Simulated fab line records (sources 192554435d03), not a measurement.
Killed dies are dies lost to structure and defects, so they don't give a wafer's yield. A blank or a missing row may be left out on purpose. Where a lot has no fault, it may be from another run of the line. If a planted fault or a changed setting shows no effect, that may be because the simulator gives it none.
fab line records + flow n5_finfet
record
- lots=5
- wafers=14
- last_day=18
route steps=1938 shown BEOL_M11@1580 PASSIVATION@1936
lots with no fault: from the same line, run without faults
start_h: hours from the record's opening day to when the first of the lot's shown wafers began + wait_h: hours elapsed since this lot's preceding step + " same as the row above + L1.1+2: a single row standing in for several wafers + - no value, or no start given + * or withheld: withheld + < > ~ a bound
route shown NAME@n: names a module that has steps shown in the file, with the first one's number in the route + usual: mean and standard deviation over wafers with no fault + same: alike in all rows + chamber/n: place in a boat + sites: readings site by site + _std_site: standard deviation of those values + _edge_site: the outer-site mean with the inner-site mean subtracted + radius_mm: how far each site lies from the wafer's centre + mask NAME#n: copy n + behind: the tool/chamber that last shaped the wafer + hold: cause of the lot's hold/its duration in hours/its outcome + device: names the non-switching transistor (n, p or np) + end of line: tests of these same wafers at the route's end + where a step has no rows: the recipe by itself + killed: dies lost to structure and defects at the first sort, not the wafer's yield + map: a wafer's dies, marking killed ones x, the rest . and places with no die _
set.NAME: the setting as run; set.NAME@STEP: as run at that earlier step + model.NAME: the simulator's own value behind a step, which no gauge read
certain route steps with their lots: each step a table, each wafer a row
services: from which hour (start_h, from the record's first day; less than 0 if before it) a tool's chamber was out of use, for how many hours, and why
## steps
# step N5_BEOL_M11_STRIP_77
# recipe
- chemistry=N2/H2
- time_s=10
- power_w=450
- temp_c=40
- pressure_mtorr=20
- rf_frequency_hz=6e+07
- bias_power_w=7
- n2_flow_sccm=200
- h2_flow_sccm=200
# usual
- drypump_motor_current_A=5.8/0.35
- oes_product_au=0.82/0.083
- rf_vpp_V=59.3/0.77
- showerhead_plenum_p_Torr=2.59/0.078
- throttle_valve_pct=23.7/0.31
| lot.wafer | tool        | chamber | start_h | wait_h | drypump_motor_current_A | oes_product_au | rf_hours_counter_h | rf_vpp_V | showerhead_plenum_p_Torr | throttle_valve_pct |
|-----------|-------------|---------|---------|--------|-------------------------|----------------|--------------------|----------|--------------------------|--------------------|
| L896.2    | rie_diel-04 | 2       | -       | -      | 5.4                     | 0.77           | 137                | 59.1     | 2.67                     | 23.7               |
| L896.4    | "           | 2       | "       | "      | 5.4                     | 0.76           | -                  | 59.6     | 2.67                     | 23.7               |
| L896.5    | "           | 0       | "       | "      | 6.4                     | 1.00           | -                  | 60.0     | 2.72                     | 23.8               |
| L898.1    | rie_diel-04 | 2       | -       | -      | 5.4                     | 0.75           | 144                | 60.6     | 2.66                     | 23.7               |
| L898.2    | "           | 3       | "       | "      | 5.4                     | 0.80           | 93                 | 60.2     | 2.57                     | 23.7               |
| L898.5    | "           | 1       | "       | "      | 5.8                     | 0.99           | -                  | 58.4     | 2.50                     | 23.6               |
| L909.2    | rie_diel-02 | 3       | -       | -      | 5.9                     | 0.82           | 92                 | 58.0     | 2.57                     | 23.6               |
| L909.6    | "           | 1       | "       | "      | 5.9                     | 0.69           | -                  | 59.4     | 2.52                     | 24.2               |
| L914.1    | rie_diel-02 | 3       | -       | -      | 5.9                     | 0.81           | 101                | 58.7     | 2.57                     | 23.7               |
| L914.5    | "           | 0       | "       | "      | 6.5                     | 0.92           | -                  | 60.1     | 2.69                     | 23.6               |
| L914.6    | "           | 3       | "       | "      | 5.9                     | 0.82           | -                  | 59.5     | 2.57                     | 23.6               |
| L916.1    | rie_diel-06 | 2       | -       | -      | 5.9                     | 0.70           | 197                | 58.9     | 2.63                     | 23.5               |
| L916.3    | "           | 0       | "       | "      | 5.9                     | 0.81           | 93                 | 58.3     | 2.56                     | 23.2               |
| L916.6    | "           | 1       | "       | "      | 6.0                     | 0.87           | -                  | 58.2     | 2.68                     | 23.7               |
# step N5_BEOL_M11_OCD_MEAS_38
# usual
- trench_depth_nm=148/3.9
| lot.wafer | tool   | chamber | start_h | wait_h | trench_depth_nm |
|-----------|--------|---------|---------|--------|-----------------|
| L896.2    | ocd-02 | -       | 260.19  | -      | 149             |
| L896.4    | "      | -       | "       | "      | 150             |
| L896.5    | "      | -       | "       | "      | 152             |
| L898.1    | ocd-01 | -       | 276.57  | -      | 149             |
| L898.2    | "      | -       | "       | "      | 154             |
| L898.5    | "      | -       | "       | "      | 150             |
| L909.2    | ocd-01 | -       | 354.90  | -      | 145             |
| L909.6    | "      | -       | "       | "      | 142             |
| L914.1    | ocd-02 | -       | 383.29  | -      | 147             |
| L914.5    | "      | -       | "       | "      | 155             |
| L914.6    | "      | -       | "       | "      | 145             |
| L916.1    | ocd-02 | -       | 391.28  | -      | 144             |
| L916.3    | "      | -       | "       | "      | 152             |
| L916.6    | "      | -       | "       | "      | 147             |
# step N5_BEOL_M11_HM_STRIP_39
# recipe
- chemistry=peroxide_tin_strip
- material=TiN
- target_depth_a=250
- temp_c=50
- time_s=158
# step N5_BEOL_M11_SRD_40
# recipe
- time_s=30
- temp_c=23
- rinse_liquid=diw
- dry=ipa_marangoni
# step N5_BEOL_M11_PRECLEAN_42
# recipe
- chemistry=residue_remover
- time_s=60
- temp_c=40
# step N5_BEOL_M11_SRD_43
# recipe
- time_s=30
- temp_c=23
- rinse_liquid=diw
- dry=ipa_marangoni
# step N5_BEOL_M11_CD_MEAS_35
# recipe
- target_cd_nm=70
- polarity=opening
# usual
- cd_nm=70.1/0.69
| lot.wafer | tool      | chamber | start_h | wait_h | cd_nm |
|-----------|-----------|---------|---------|--------|-------|
| L896.2    | cd_sem-02 | -       | 260.34  | 0.0    | 70.9  |
| L896.4    | "         | -       | "       | "      | 69.7  |
| L896.5    | "         | -       | "       | "      | 69.7  |
| L898.1    | cd_sem-02 | -       | 276.72  | 0.0    | 71.4  |
| L898.2    | "         | -       | "       | "      | 70.0  |
| L898.5    | "         | -       | "       | "      | 70.7  |
| L909.2    | cd_sem-01 | -       | 355.06  | 0.0    | 69.6  |
| L909.6    | "         | -       | "       | "      | 69.2  |
| L914.1    | cd_sem-02 | -       | 383.45  | 0.0    | 70.9  |
| L914.5    | "         | -       | "       | "      | 70.6  |
| L914.6    | "         | -       | "       | "      | 70.3  |
| L916.1    | cd_sem-02 | -       | 391.43  | 0.0    | 69.7  |
| L916.3    | "         | -       | "       | "      | 69.6  |
| L916.6    | "         | -       | "       | "      | 70.3  |
# step N5_BEOL_M11_CURE_72
# recipe
- temp_c=370
- time_s=120
- ambient=DMADMS/He
- material=SiCOH_lowk
# usual
- lamp_power_pct=52.31/0.051
- wafer_temp_C_max=371.7/0.58
| lot.wafer | tool       | chamber | start_h | wait_h | lamp_power_pct | wafer_temp_C_max |
|-----------|------------|---------|---------|--------|----------------|------------------|
| L896.2    | uv_cure-02 | 2       | 260.43  | 0.1    | 52.36          | 372.2            |
| L896.4    | "          | 2       | "       | "      | 52.28          | 371.7            |
| L896.5    | "          | 2       | "       | "      | 52.32          | 371.3            |
| L898.1    | uv_cure-02 | 0       | 276.78  | 0.1    | 52.31          | 371.8            |
| L898.2    | "          | 0       | "       | "      | 52.28          | 371.9            |
| L898.5    | "          | 0       | "       | "      | 52.33          | 371.5            |
| L909.2    | uv_cure-01 | 2       | 355.23  | 0.2    | 52.25          | 371.5            |
| L909.6    | "          | 2       | "       | "      | 52.28          | 371.2            |
| L914.1    | uv_cure-02 | 1       | 383.49  | 0.0    | 52.29          | 371.8            |
| L914.5    | "          | 1       | "       | "      | 52.31          | 372.2            |
| L914.6    | "          | 1       | "       | "      | 52.42          | 372.0            |
| L916.1    | uv_cure-02 | 0       | 391.67  | 0.2    | 52.26          | 371.4            |
| L916.3    | "          | 0       | "       | "      | 52.31          | 371.4            |
| L916.6    | "          | 0       | "       | "      | 52.28          | 371.3            |
# step N5_BEOL_M11_DEGAS_44
# recipe
- ambient=vacuum
- temp_c=250
- time_s=60
# step N5_BEOL_M11_PRE_CLEAN_45
# recipe
- gas=H2/He
- time_s=30
- temp_c=250
# usual
- heater_power_w=313/23
| lot.wafer | tool           | chamber | start_h | wait_h | heater_power_w |
|-----------|----------------|---------|---------|--------|----------------|
| L896.2    | pvd_sputter-03 | -       | 261.07  | 0.0    | 315            |
| L896.4    | "              | -       | "       | "      | 277            |
| L896.5    | "              | -       | "       | "      | 287            |
| L898.1    | pvd_sputter-03 | -       | 277.57  | 0.0    | 284            |
| L898.2    | "              | -       | "       | "      | 314            |
| L898.5    | "              | -       | "       | "      | 293            |
| L909.2    | pvd_sputter-02 | -       | 356.37  | 0.0    | 287            |
| L909.6    | "              | -       | "       | "      | 291            |
| L914.1    | pvd_sputter-01 | -       | 385.16  | 0.0    | 322            |
| L914.5    | "              | -       | "       | "      | 307            |
| L914.6    | "              | -       | "       | "      | 334            |
| L916.1    | pvd_sputter-03 | -       | 392.06  | 0.0    | 325            |
| L916.3    | "              | -       | "       | "      | 299            |
| L916.6    | "              | -       | "       | "      | 321            |
# step N5_BEOL_M11_ALD_74
# recipe
- material=TaN
- target_thk_a=20
- temp_c=275
- ald_precursor_family=PDMAT
- ald_co_reactant=NH3
- pressure_torr=3
- carrier_flow_sccm=1500
- pulse_time_s=2
- purge_time_s=3
- co_reactant_purge_time_s=2
- co_reactant_pulse_time_s=3
- ald_cycles=40
- precursor_vessel_temp_c=75
- precursor_vessel_pressure_torr=26.25
- precursor_vessel_carrier_sccm=1000
# usual
- heater_power_w=404/28
- precursor_vessel_carrier_sccm=999.7/2.9
# same
- purge_time_s=3
| lot.wafer | tool         | chamber | start_h | wait_h | heater_power_w | precursor_vessel_carrier_sccm | since_wet_clean_h |
|-----------|--------------|---------|---------|--------|----------------|-------------------------------|-------------------|
| L896.2    | ald_metal-03 | 0       | 261.13  | 0.0    | 405            | 1000.0                        | 4539              |
| L896.4    | "            | 3       | "       | "      | 417            | 992.2                         | 4539              |
| L896.5    | "            | 1       | "       | "      | 381            | 1000.2                        | -                 |
| L898.1    | ald_metal-03 | 0       | 277.63  | 0.0    | 412            | 998.5                         | 4556              |
| L898.2    | "            | 2       | "       | "      | 407            | 999.2                         | 4556              |
| L898.5    | "            | 0       | "       | "      | 413            | 999.0                         | -                 |
| L909.2    | ald_metal-02 | 2       | 356.43  | 0.0    | 400            | 1001.9                        | 5                 |
| L909.6    | "            | 0       | "       | "      | 424            | 999.6                         | -                 |
| L914.1    | ald_metal-03 | 1       | 385.38  | 0.2    | 371            | 994.1                         | 4664              |
| L914.5    | "            | 0       | "       | "      | 407            | 997.4                         | -                 |
| L914.6    | "            | 1       | "       | "      | 377            | 996.4                         | -                 |
| L916.1    | ald_metal-03 | 0       | 392.34  | 0.3    | 399            | 1001.0                        | 4671              |
| L916.3    | "            | 3       | "       | "      | 411            | 997.1                         | 4671              |
| L916.6    | "            | 1       | "       | "      | 375            | 999.3                         | -                 |
# step N5_BEOL_M11_SURFACE_TREAT_76
# recipe
- gas=Ar
- time_s=*
- ion_energy_ev=*
- ion_current_ma_cm2=0.5
- pressure_mtorr=*
- ar_flow_sccm=30
# step N5_BEOL_M11_CVD_75
# recipe
- material=Co
- target_thk_a=20
- temp_c=withheld
- precursor=CCTBA/H2
- pressure_torr=30
- time_s=138.9
# usual
- run_length_s=161.9/0.65
| lot.wafer | tool      | chamber | start_h | wait_h | run_length_s | since_wet_clean_h |
|-----------|-----------|---------|---------|--------|--------------|-------------------|
| L896.2    | cvd_co-01 | 1       | 261.52  | 0.1    | 160.7        | 125               |
| L896.4    | "         | 1       | "       | "      | 160.9        | -                 |
| L896.5    | "         | 0       | "       | "      | 162.1        | -                 |
| L898.1    | cvd_co-02 | 0       | 278.08  | 0.1    | 162.7        | 819               |
| L898.2    | "         | 2       | "       | "      | 161.0        | 359               |
| L898.5    | "         | 0       | "       | "      | 161.9        | -                 |
| L909.2    | cvd_co-01 | 1       | 357.44  | 0.4    | 158.9        | 221               |
| L909.6    | "         | 0       | "       | "      | 161.9        | -                 |
| L914.1    | cvd_co-02 | 0       | 385.86  | 0.1    | 162.1        | 927               |
| L914.5    | "         | 0       | "       | "      | 162.3        | -                 |
| L914.6    | "         | 1       | "       | "      | 163.1        | -                 |
| L916.1    | cvd_co-02 | 0       | 392.78  | 0.1    | 162.4        | 934               |
| L916.3    | "         | 2       | "       | "      | 160.9        | 474               |
| L916.6    | "         | 1       | "       | "      | 162.7        | -                 |
# step N5_BEOL_M11_SPUTTER_48
# recipe
- material=Cu
- target_thk_a=120
- temp_c=-20
- bias_v=60
- power_w=26000
- chamber_pressure_pa=0.13
- time_s=2
# usual
- chuck_gas_flow_sccm=1.25/0.054
- chuck_sensor_temp_C=-15.8/0.49
- substrate_temp_c=-20.01/0.1
- throttle_valve_pct=29.9/0.98
| lot.wafer | tool           | chamber | start_h | wait_h | chuck_gas_flow_sccm | chuck_sensor_temp_C | substrate_temp_c | throttle_valve_pct |
|-----------|----------------|---------|---------|--------|---------------------|---------------------|------------------|--------------------|
| L896.2    | pvd_sputter-03 | -       | 261.65  | 0.1    | 1.24                | -16.2               | -20.12           | 29.7               |
| L896.4    | "              | -       | "       | "      | 1.30                | -15.8               | -20.04           | 28.8               |
| L896.5    | "              | -       | "       | "      | 1.27                | -16.3               | -20.14           | 30.0               |
| L898.1    | pvd_sputter-02 | -       | 278.21  | 0.1    | 1.22                | -15.5               | -20.00           | 29.2               |
| L898.2    | "              | -       | "       | "      | 1.26                | -15.8               | -19.95           | 29.0               |
| L898.5    | "              | -       | "       | "      | 1.25                | -15.8               | -19.94           | 28.0               |
| L909.2    | pvd_sputter-03 | -       | 357.55  | 0.1    | 1.21                | -15.4               | -20.10           | 30.5               |
| L909.6    | "              | -       | "       | "      | 1.24                | -16.4               | -20.07           | 29.9               |
| L914.1    | pvd_sputter-01 | -       | 386.02  | 0.1    | 1.23                | -15.4               | -20.03           | 31.0               |
| L914.5    | "              | -       | "       | "      | 1.23                | -16.7               | -20.23           | 31.9               |
| L914.6    | "              | -       | "       | "      | 1.16                | -15.6               | -20.09           | 29.4               |
| L916.1    | pvd_sputter-01 | -       | 392.96  | 0.1    | 1.25                | -15.8               | -19.94           | 30.5               |
| L916.3    | "              | -       | "       | "      | 1.18                | -15.4               | -20.23           | 30.7               |
| L916.6    | "              | -       | "       | "      | 1.26                | -15.2               | -20.21           | 30.8               |
# step N5_PASSIVATION_PROBE_49
# usual
- defect_limited_yield=91.7/1.5
- killed_at_M0_to_M3=32/10
- killed_at_M4_up=14/5.3
- killed_at_contacts=13/5.7
- killed_at_front_end=37/10
- killed_at_other=3.3/2.5
- killed_dies=98/18
- killed_open=65/13
- killed_short=31/7.5
- sort_bin_5_function=4.9/0.91
- sort_bin_6_memory=3.1/0.71
- sort_n_pass=1082/18
- sort_yield_pct=91.7/1.5
# same
- gross_dies=1180
- killed_at_back_side=0
- sort_bin_4_leakage[%]=0
- sort_bin_8_speed[%]=0
| lot.wafer | tool      | chamber | start_h | wait_h | defect_limited_yield[%] | killed_at_M0_to_M3 | killed_at_M4_up | killed_at_contacts | killed_at_front_end | killed_at_other | killed_dies | killed_open | killed_short | sort_bin_5_function[%] | sort_bin_6_memory[%] | sort_n_pass | sort_yield_pct[%] |
|-----------|-----------|---------|---------|--------|-------------------------|--------------------|-----------------|--------------------|---------------------|-----------------|-------------|-------------|--------------|------------------------|----------------------|-------------|-------------------|
| L898.1    | prober-01 | -       | 316.67  | 0.0    | 92.5                    | 22                 | 10              | 11                 | 41                  | 4               | 88          | 66          | 21           | 4.1                    | 3.3                  | 1092        | 92.5              |
| L898.2    | prober-01 | -       | 316.72  | 0.1    | 94.4                    | 25                 | 8               | 3                  | 28                  | 2               | 66          | 42          | 23           | 4.2                    | 1.4                  | 1114        | 94.4              |
| L898.5    | prober-01 | -       | 316.87  | 0.2    | 93.1                    | 14                 | 11              | 27                 | 28                  | 2               | 82          | 49          | 29           | 4.1                    | 2.5                  | 1098        | 93.1              |
# killed by level:class
L898.1 MOL_CONTACT_COAG:geometric_particle:open=10 FIN_SAQP:geometric_particle:open=9 BEOL_M2:geometric_particle:open=7 STI_FIN_REVEAL:geometric_particle:open=6 DUMMY_GATE:geometric_particle:open=6 FIN_SAQP:geometric_particle:short=4 BEOL_M3:geometric_particle:open=4 BEOL_M4:geometric_particle:open=4
L898.2 FIN_SAQP:geometric_particle:short=7 FIN_SAQP:geometric_particle:open=5 BEOL_M3:geometric_particle:open=5 GATE_CUT:geometric_particle:open=4 BEOL_M0_SAQP:geometric_particle:short=4 BEOL_M0_SAQP:geometric_particle:open=4 BEOL_M1:geometric_particle:open=4 BEOL_M4:geometric_particle:open=4
L898.5 MOL_CONTACT_COAG:geometric_particle:open=20 FIN_SAQP:geometric_particle:short=7 MOL_CONTACT_COAG:geometric_particle:short=7 BEOL_M0_SAQP:geometric_particle:short=4 DUMMY_GATE:geometric_particle:open=3 SDB:geometric_particle:open=3 BEOL_M0_SAQP:geometric_particle:open=3 BEOL_M3:geometric_particle:open=3
## services
| tool           | chamber | start_h | hours | kind                          |
|----------------|---------|---------|-------|-------------------------------|
| uv_cure-01     | -       | 250.88  | 7.5   | pm                            |
| rie_diel-04    | 1       | 256.49  | -     | clean                         |
| rie_diel-04    | 1       | 256.49  | -     | consumable_replace:focus_ring |
| rie_diel-04    | 1       | 256.49  | 17.6  | scheduled_down                |
| rie_diel-04    | 1       | 256.49  | 17.6  | vent_cycle                    |
| rie_diel-06    | 1       | 256.96  | 4.2   | repair                        |
| rie_diel-02    | 0       | 265.89  | -     | clean                         |
| rie_diel-02    | 0       | 265.89  | -     | consumable_replace:focus_ring |
| rie_diel-06    | -       | 301.29  | 2.1   | repair                        |
| ald_metal-03   | -       | 308.78  | 2.8   | pm                            |
| ald_metal-03   | -       | 314.77  | 14.6  | pm                            |
| uv_cure-02     | -       | 317.76  | 1.0   | pm                            |
| uv_cure-02     | -       | 332.44  | 2.8   | pm                            |
| cvd_co-02      | 1       | 333.33  | -     | clean                         |
| cvd_co-02      | 1       | 333.33  | 22.0  | scheduled_down                |
| cvd_co-02      | 1       | 333.33  | 22.0  | vent_cycle                    |
| ald_metal-02   | -       | 337.28  | 14.0  | pm                            |
| pvd_sputter-03 | -       | 350.34  | 3.1   | repair                        |
| rie_diel-02    | -       | 350.76  | 0.6   | repair                        |
| ald_metal-02   | -       | 368.48  | 6.0   | pm                            |
| rie_diel-04    | -       | 369.49  | 0.5   | repair                        |
| rie_diel-06    | 3       | 382.22  | 3.5   | repair                        |
| uv_cure-02     | -       | 385.42  | 1.1   | repair                        |
| rie_diel-06    | 3       | 387.36  | 10.5  | repair                        |
## key
first_sign
- step=N5_BEOL_M11_CVD_75
- reading=run_length_s
- direction=down
- sigmas=4.7
- usual=*
- struck=*
effect none on later readings
met_at N5_BEOL_M11_CVD_75
struck_wafers L909.2
onset_between 261.52 357.44
fault
- kind=process_parameter_drift
- tool=cvd_co-01
- chamber=-
- onset_h=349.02
- steps=N5_BEOL_M11_CVD_75
- channel=time_s
- offset=*
- shape=step
- end_h=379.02
- scope=struck_wafers_only
- acts_in=*
- stated=*
